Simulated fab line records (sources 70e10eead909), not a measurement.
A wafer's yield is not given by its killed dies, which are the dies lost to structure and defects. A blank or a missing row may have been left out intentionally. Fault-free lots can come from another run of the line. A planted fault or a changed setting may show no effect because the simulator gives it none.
Matching of chambers | flow nand harc | NHARC_THIN_TSV_DESCUM_14 on rie diel-13 has 4 sister chambers
The step chemistry O2, time 3 s. 18 wafers are shown with their chamber, then 9 later ones without.

== WAFERS WITH THEIR CHAMBER ==
wafer  | chamber | showerhead plenum p Torr (Torr) | drypump motor current A (A) | oes product au (a.u.)
L351.1 | 1       | 1.82                            | 4.9                         | 1.003
L351.3 | 3       | 1.80                            | 5.6                         | 0.991
L351.5 | 0       | 1.84                            | 6.4                         | 0.992
L353.2 | 0       | 1.84                            | 6.4                         | 0.994
L353.4 | 3       | 1.80                            | 5.5                         | 0.995
L353.6 | 1       | 1.82                            | 5.0                         | 1.024
L357.1 | 2       | 1.94                            | 5.4                         | 0.986
L357.3 | 3       | 1.80                            | 5.6                         | 0.993
L357.5 | 3       | 1.80                            | 5.6                         | 0.995
L361.1 | 2       | 1.94                            | 5.4                         | 0.995
L361.4 | 3       | 1.80                            | 5.6                         | 0.985
L361.5 | 1       | 1.81                            | 5.0                         | 1.008
L362.1 | 3       | 1.80                            | 5.6                         | 0.995
L362.2 | 2       | 1.94                            | 5.4                         | 1.002
L362.5 | 1       | 1.81                            | 5.0                         | 1.005
L368.2 | 0       | 1.84                            | 6.5                         | 1.006
L368.3 | 1       | 1.81                            | 5.0                         | 0.998
L368.4 | 3       | 1.80                            | 5.6                         | 0.996

SIGNATURES (averages over the wafers above)
reading                  | chamber 0 | chamber 1 | chamber 2 | chamber 3 | scatter within a chamber
showerhead plenum p Torr | 1.8400    | 1.8140    | 1.9400    | 1.8000    | 0.00293
drypump motor current A  | 6.433     | 4.980     | 5.400     | 5.586     | 0.0407
oes product au           | 0.99733   | 1.00760   | 0.99433   | 0.99286   | 0.00718
Rule: a wafer lies at a distance from a chamber equal to the root of the sum of squares, over the readings, of (its reading less the chamber's mean, divided by the reading's scatter). The wafer belongs to the nearest chamber; if the next one is less than 2 further off, it can't be placed. How the scatter is found: for the shown wafers, subtract from each reading the mean of its chamber, square and add these, divide the total by (wafers less chambers), then take the root.

== WAFERS WITH NO CHAMBER GIVEN ==
wafer  | showerhead plenum p Torr (Torr) | drypump motor current A (A) | oes product au (a.u.)
L371.1 | 1.84                            | 6.4                         | 1.000
L371.2 | 1.81                            | 5.0                         | 1.006
L371.5 | 1.80                            | 5.6                         | 0.996
L370.1 | 1.80                            | 5.6                         | 0.999
L370.3 | 1.84                            | 6.5                         | 1.011
L370.6 | 1.81                            | 5.0                         | 0.998
L373.2 | 1.81                            | 5.0                         | 0.992
L373.3 | 1.80                            | 5.6                         | 0.998
L373.4 | 1.84                            | 6.4                         | 1.015

== THE CHAMBER EACH PASSED THROUGH ==
wafer  | from the rows above | in truth
L371.1 | 0                   | 0
L371.2 | 1                   | 1
L371.5 | 3                   | 3
L370.1 | 3                   | 3
L370.3 | 0                   | 0
L370.6 | 1                   | 1
L373.2 | 1                   | 1
L373.3 | 3                   | 3
L373.4 | 0                   | 0
Placed correctly: 9 of 9. Number that these rows cannot place: 0. Wrongly placed: 0.
